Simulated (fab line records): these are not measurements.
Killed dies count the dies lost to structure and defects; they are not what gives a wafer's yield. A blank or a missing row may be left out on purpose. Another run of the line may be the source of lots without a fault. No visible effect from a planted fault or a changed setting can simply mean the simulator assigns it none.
Which tool was responsible?	flow n5Finfet	Sampling: 9 lots, 27 wafers, 6 of 1938 route steps

## WHAT EACH GAUGE READ, for each wafer
N5_ZERO_LAYER_INSPECT_20: inspects for defects (darkfield). Usual: rawDefectCount at 38, with a standard deviation of 16.
lot	measured	on	rawDefectCount	flag
L669	day 2 01:30	defectInspect-02	81 32 49	
L672	day 2 19:32	defectInspect-01	40 27 15	
L673	day 3 01:23	defectInspect-01	45 41 36	
L674	day 3 07:48	defectInspect-01	52 32 31	
L676	day 3 19:37	defectInspect-01	41 52 49	
L677	day 4 01:16	defectInspect-02	12 21 24	
L684	day 5 19:23	defectInspect-02	1496 1473 1455	OFF
L687	day 6 13:15	defectInspect-02	1436 1443 1409	OFF
L689	day 7 01:37	defectInspect-02	37 42 29	

N5_WELL_APT_INSPECT_10: inspects for defects (macro). Usual: rawDefectCount at 2.2, with a standard deviation of 1.6.
lot	measured	on	rawDefectCount	flag
L669	day 2 01:52	defectInspect-02	5 1 0	
L672	day 2 19:54	defectInspect-01	2 0 2	
L673	day 3 01:44	defectInspect-02	3 1 4	
L674	day 3 08:10	defectInspect-02	3 4 1	
L676	day 3 20:06	defectInspect-02	4 4 4	
L677	day 4 01:37	defectInspect-02	5 0 1	
L684	day 5 19:44	defectInspect-02	>300 >300 >300	OFF
L687	day 6 13:44	defectInspect-01	>300 >300 >300	OFF
L689	day 7 01:59	defectInspect-01	0 1 2	

N5_WELL_APT_INSPECT_38: inspects for defects (darkfield). Usual: rawDefectCount at 13, with a standard deviation of 5.8.
lot	measured	on	rawDefectCount	flag
L669	day 2 04:46	defectInspect-02	12 16 11	
L672	day 2 23:13	defectInspect-01	9 8 17	
L673	day 3 04:53	defectInspect-01	13 16 6	
L674	day 3 11:22	defectInspect-01	19 11 15	
L676	day 3 23:20	defectInspect-01	9 14 11	
L677	day 4 04:42	defectInspect-01	5 14 9	
L684	day 5 22:46	defectInspect-02	1424 1397 1402	OFF
L687	day 6 16:55	defectInspect-01	1437 1435 1390	OFF
L689	day 7 04:48	defectInspect-01	16 16 11	

## WHICH TOOL RAN EACH LOT (tool, then ch and the chambers of the sampled wafers, then the start)
lot	N5_ZERO_LAYER_DESCUM_16	N5_ZERO_LAYER_ETCH_17	N5_ZERO_LAYER_STRIP_19
L669	rieDiel-06 ch 1,2,3, day 2 00:55	rieDiel-06 ch 1,2,3, day 2 00:57	wetBench-06 ch 0,2,6, day 2 01:13
L672	rieDiel-01 ch 0,2, day 2 18:58	rieDiel-01 ch 0,2, day 2 19:00	wetBench-01 ch 1,2,7, day 2 19:16
L673	rieDiel-02 ch 1,2,3, day 3 00:48	rieDiel-02 ch 1,2,3, day 3 00:50	wetBench-02 ch 1,2,7, day 3 01:06
L674	rieDiel-02 ch 1,2,3, day 3 07:14	rieDiel-02 ch 1,2,3, day 3 07:16	wetBench-01 ch 0,1,7, day 3 07:32
L676	rieDiel-01 ch 0,1,3, day 3 18:41	rieDiel-01 ch 0,1,3, day 3 18:43	wetBench-01 ch 0,1,6, day 3 19:20
L677	rieDiel-06 ch 2,3, day 4 00:41	rieDiel-06 ch 2,3, day 4 00:43	wetBench-06 ch 1,2,6, day 4 00:59
L684	rieDiel-02 ch 1,3, day 5 18:48	rieDiel-02 ch 1,3, day 5 18:50	wetBench-06 ch 4,6,7, day 5 19:06
L687	rieDiel-06 ch 0,1, day 6 12:41	rieDiel-06 ch 0,1, day 6 12:43	wetBench-06 ch 3,6,7, day 6 12:59
L689	rieDiel-02 ch 1,3, day 7 01:02	rieDiel-02 ch 1,3, day 7 01:04	wetBench-02 ch 3,6,7, day 7 01:21
- N5_ZERO_LAYER_DESCUM_16: chemistry O2, time 7.9 s.
- N5_ZERO_LAYER_ETCH_17: etches SiO2 in CF4, target depth 12 nm, time 13.3 s.
- N5_ZERO_LAYER_STRIP_19: strips in SPM, time 900 s.

## AS READ BY THE TOOLS THEMSELVES (means over the sampled wafers that have a number; for cases with no such wafer, the mark the record gives instead)
N5_ZERO_LAYER_DESCUM_16. Usual: chamberPressureMTorr 20.000 mTorr, standard deviation 0.017; drypumpMotorCurrentA 5.54 A, standard deviation 0.25; oesProductAu 0.78 a.u., standard deviation 0.083; rfVppV 243.5 V, standard deviation 1.2; showerheadPlenumPTorr 2.12 Torr, standard deviation 0.069; throttleValvePct 20.40 %, standard deviation 0.23.
lot	tool	chamberPressureMTorr (mTorr)	drypumpMotorCurrentA (A)	oesProductAu (a.u.)	rfVppV (V)	showerheadPlenumPTorr (Torr)	throttleValvePct (%)	flag
L669	rieDiel-06	19.994	5.53	0.80	243.8	2.17	20.25	
L672	rieDiel-01	20.006	5.54	0.76	242.6	2.08	20.62	
L673	rieDiel-02	19.998	5.61	0.87	243.1	2.07	20.23	
L674	rieDiel-02	20.003	5.61	0.86	242.5	2.07	20.24	
L676	rieDiel-01	20.006	5.35	0.81	243.5	2.11	20.51	
L677	rieDiel-06	20.007	5.58	0.80	244.3	2.20	20.15	
L684	rieDiel-02	20.014	5.55	0.84	242.1	2.03	20.43	
L687	rieDiel-06	20.019	5.48	0.70	243.7	2.07	20.55	
L689	rieDiel-02	20.001	5.55	0.82	242.7	2.03	20.42	

N5_ZERO_LAYER_ETCH_17. Usual: chamberPressureMTorr 40.00 mTorr, standard deviation 0.068; drypumpMotorCurrentA 5.54 A, standard deviation 0.25; oesProductAu 0.79 a.u., standard deviation 0.082; rfVppV 950 V, standard deviation 3.8; showerheadPlenumPTorr 2.17 Torr, standard deviation 0.064; throttleValvePct 15.60 %, standard deviation 0.26.
lot	tool	chamberPressureMTorr (mTorr)	drypumpMotorCurrentA (A)	oesProductAu (a.u.)	rfVppV (V)	showerheadPlenumPTorr (Torr)	throttleValvePct (%)	flag
L669	rieDiel-06	39.99	5.53	0.81	953	2.21	15.45	
L672	rieDiel-01	39.97	5.54	0.77	946	2.12	15.78	
L673	rieDiel-02	40.00	5.62	0.88	947	2.11	15.39	
L674	rieDiel-02	40.04	5.62	0.87	946	2.11	15.40	
L676	rieDiel-01	40.04	5.37	0.80	948	2.15	15.65	
L677	rieDiel-06	40.00	5.59	0.81	954	2.24	15.37	
L684	rieDiel-02	40.00	5.55	0.84	945	2.07	15.55	
L687	rieDiel-06	40.00	5.44	0.71	948	2.13	15.83	
L689	rieDiel-02	39.99	5.54	0.83	944	2.07	15.58	

## THE ANSWER, worked out from the rows above alone
Rule: take the mean of a lot's wafers that have a number; if it is more than 3 standard deviations from the usual mean, the lot is off. Also off: a lot with no number at a reading for which 4 or more lots have one. Any other lot the step has rows for is counted as sound. The gauges are gone through in route order, then the tools' own readings, and for those a lot's mean is taken as printed above. At the first step where some lot is off, the reading lying furthest off is the one used; lots without a number count as furthest.
Off at N5_ZERO_LAYER_INSPECT_20 (rawDefectCount): L684, L687.
If a tool, at a process step before that reading, ran all the lots that are off and no sound lot after the first of them, it fits. The gauges at N5_ZERO_LAYER_INSPECT_20 are tried like those tools. One fits: wetBench-06 at N5_ZERO_LAYER_STRIP_19. Its last sound lot is L677 (day 4 00:59), its first lot that is off L684 (day 5 19:06): a fault that began between those two fits.

## WHAT WAS PUT IN BY THE SIMULATOR
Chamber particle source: wetBench-06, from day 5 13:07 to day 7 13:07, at N5_ZERO_LAYER_STRIP_19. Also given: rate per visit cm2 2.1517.
Struck lots among those shown: L684, L687. Same finding as the rule above.
